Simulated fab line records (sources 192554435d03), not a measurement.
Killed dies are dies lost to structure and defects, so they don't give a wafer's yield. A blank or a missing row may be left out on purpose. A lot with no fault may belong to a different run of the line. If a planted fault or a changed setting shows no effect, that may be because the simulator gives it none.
Matching of chambers || flow n5_finfet || rie_diel-01 running N5_BEOL_M9_ETCH_62: 4 sister chambers
The step etches SOC in N2/H2, target depth 110 nm, overetch 22 nm, time 165 s. 20 wafers are shown with their chamber, then 10 later ones without.

WAFERS PAIRED WITH THEIR CHAMBERS
{"wafer": "L074.2", "chamber": 3, "drypump_motor_current_A (A)": 5.5, "showerhead_plenum_p_Torr (Torr)": 2.58, "throttle_valve_pct (%)": 17.64}
{"wafer": "L074.3", "chamber": 0, "drypump_motor_current_A (A)": 5.8, "showerhead_plenum_p_Torr (Torr)": 2.68, "throttle_valve_pct (%)": 17.82}
{"wafer": "L074.4", "chamber": 2, "drypump_motor_current_A (A)": 4.8, "showerhead_plenum_p_Torr (Torr)": 2.46, "throttle_valve_pct (%)": 17.44}
{"wafer": "L079.1", "chamber": 2, "drypump_motor_current_A (A)": 4.9, "showerhead_plenum_p_Torr (Torr)": 2.46, "throttle_valve_pct (%)": 17.46}
{"wafer": "L079.4", "chamber": 3, "drypump_motor_current_A (A)": 5.5, "showerhead_plenum_p_Torr (Torr)": 2.58, "throttle_valve_pct (%)": 17.67}
{"wafer": "L079.6", "chamber": 1, "drypump_motor_current_A (A)": 5.7, "showerhead_plenum_p_Torr (Torr)": 2.55, "throttle_valve_pct (%)": 17.79}
{"wafer": "L081.3", "chamber": 3, "drypump_motor_current_A (A)": 5.5, "showerhead_plenum_p_Torr (Torr)": 2.58, "throttle_valve_pct (%)": 17.69}
{"wafer": "L081.5", "chamber": 0, "drypump_motor_current_A (A)": 5.8, "showerhead_plenum_p_Torr (Torr)": 2.68, "throttle_valve_pct (%)": 17.84}
{"wafer": "L081.6", "chamber": 1, "drypump_motor_current_A (A)": 5.7, "showerhead_plenum_p_Torr (Torr)": 2.55, "throttle_valve_pct (%)": 17.81}
{"wafer": "L088.2", "chamber": 2, "drypump_motor_current_A (A)": 4.8, "showerhead_plenum_p_Torr (Torr)": 2.45, "throttle_valve_pct (%)": 17.51}
{"wafer": "L088.5", "chamber": 3, "drypump_motor_current_A (A)": 5.5, "showerhead_plenum_p_Torr (Torr)": 2.57, "throttle_valve_pct (%)": 17.72}
{"wafer": "L088.6", "chamber": 0, "drypump_motor_current_A (A)": 5.8, "showerhead_plenum_p_Torr (Torr)": 2.67, "throttle_valve_pct (%)": 17.87}
{"wafer": "L091.1", "chamber": 2, "drypump_motor_current_A (A)": 4.8, "showerhead_plenum_p_Torr (Torr)": 2.45, "throttle_valve_pct (%)": 17.50}
{"wafer": "L091.2", "chamber": 3, "drypump_motor_current_A (A)": 5.5, "showerhead_plenum_p_Torr (Torr)": 2.57, "throttle_valve_pct (%)": 17.71}
{"wafer": "L091.3", "chamber": 1, "drypump_motor_current_A (A)": 5.7, "showerhead_plenum_p_Torr (Torr)": 2.54, "throttle_valve_pct (%)": 17.81}
{"wafer": "L090.2", "chamber": 1, "drypump_motor_current_A (A)": 5.7, "showerhead_plenum_p_Torr (Torr)": 2.54, "throttle_valve_pct (%)": 17.83}
{"wafer": "L090.3", "chamber": 3, "drypump_motor_current_A (A)": 5.5, "showerhead_plenum_p_Torr (Torr)": 2.57, "throttle_valve_pct (%)": 17.72}
{"wafer": "L090.6", "chamber": 3, "drypump_motor_current_A (A)": 5.5, "showerhead_plenum_p_Torr (Torr)": 2.57, "throttle_valve_pct (%)": 17.71}
{"wafer": "L094.1", "chamber": 3, "drypump_motor_current_A (A)": 5.5, "showerhead_plenum_p_Torr (Torr)": 2.57, "throttle_valve_pct (%)": 17.73}
{"wafer": "L094.3", "chamber": 0, "drypump_motor_current_A (A)": 5.8, "showerhead_plenum_p_Torr (Torr)": 2.67, "throttle_valve_pct (%)": 17.87}

SIGNATURES (averages over the wafers above)
{"reading": "drypump_motor_current_A", "chamber 0": 5.800, "chamber 1": 5.700, "chamber 2": 4.825, "chamber 3": 5.500, "scatter within a chamber": 0.0217}
{"reading": "showerhead_plenum_p_Torr", "chamber 0": 2.6750, "chamber 1": 2.5450, "chamber 2": 2.4550, "chamber 3": 2.5737, "scatter within a chamber": 0.00552}
{"reading": "throttle_valve_pct", "chamber 0": 17.8500, "chamber 1": 17.8100, "chamber 2": 17.4775, "chamber 3": 17.6988, "scatter within a chamber": 0.0278}
Rule: for each reading, subtract the chamber's mean from the wafer's reading, divide by that reading's scatter and square the result; add these up over the readings and take the root, which gives the wafer's distance from the chamber. The wafer belongs to the nearest chamber; if the next one is less than 2 further off, it can't be placed. The scatter: take each reading less its chamber's mean, square it, sum over the shown wafers, divide by the number of wafers less the number of chambers, and take the root.

WAFERS WITH NO CHAMBER GIVEN
{"wafer": "L094.4", "drypump_motor_current_A (A)": 4.9, "showerhead_plenum_p_Torr (Torr)": 2.44, "throttle_valve_pct (%)": 17.52}
{"wafer": "L095.2", "drypump_motor_current_A (A)": 4.8, "showerhead_plenum_p_Torr (Torr)": 2.45, "throttle_valve_pct (%)": 17.54}
{"wafer": "L095.4", "drypump_motor_current_A (A)": 5.5, "showerhead_plenum_p_Torr (Torr)": 2.57, "throttle_valve_pct (%)": 17.73}
{"wafer": "L095.5", "drypump_motor_current_A (A)": 5.5, "showerhead_plenum_p_Torr (Torr)": 2.57, "throttle_valve_pct (%)": 17.72}
{"wafer": "L096.1", "drypump_motor_current_A (A)": 5.7, "showerhead_plenum_p_Torr (Torr)": 2.53, "throttle_valve_pct (%)": 17.83}
{"wafer": "L096.3", "drypump_motor_current_A (A)": 5.5, "showerhead_plenum_p_Torr (Torr)": 2.56, "throttle_valve_pct (%)": 17.72}
{"wafer": "L096.6", "drypump_motor_current_A (A)": 5.7, "showerhead_plenum_p_Torr (Torr)": 2.53, "throttle_valve_pct (%)": 17.86}
{"wafer": "L097.3", "drypump_motor_current_A (A)": 5.5, "showerhead_plenum_p_Torr (Torr)": 2.56, "throttle_valve_pct (%)": 17.75}
{"wafer": "L097.4", "drypump_motor_current_A (A)": 5.8, "showerhead_plenum_p_Torr (Torr)": 2.67, "throttle_valve_pct (%)": 17.91}
{"wafer": "L097.6", "drypump_motor_current_A (A)": 5.7, "showerhead_plenum_p_Torr (Torr)": 2.53, "throttle_valve_pct (%)": 17.85}

CHAMBER TAKEN BY EACH
{"wafer": "L094.4", "from the rows above": 2, "in truth": 2}
{"wafer": "L095.2", "from the rows above": 2, "in truth": 2}
{"wafer": "L095.4", "from the rows above": 3, "in truth": 3}
{"wafer": "L095.5", "from the rows above": 3, "in truth": 3}
{"wafer": "L096.1", "from the rows above": 1, "in truth": 1}
{"wafer": "L096.3", "from the rows above": 3, "in truth": 3}
{"wafer": "L096.6", "from the rows above": 1, "in truth": 1}
{"wafer": "L097.3", "from the rows above": 3, "in truth": 3}
{"wafer": "L097.4", "from the rows above": 0, "in truth": 0}
{"wafer": "L097.6", "from the rows above": 1, "in truth": 1}
Placed correctly: 10 of 10. Can't be placed from these rows: 0. Number placed wrongly: 0.
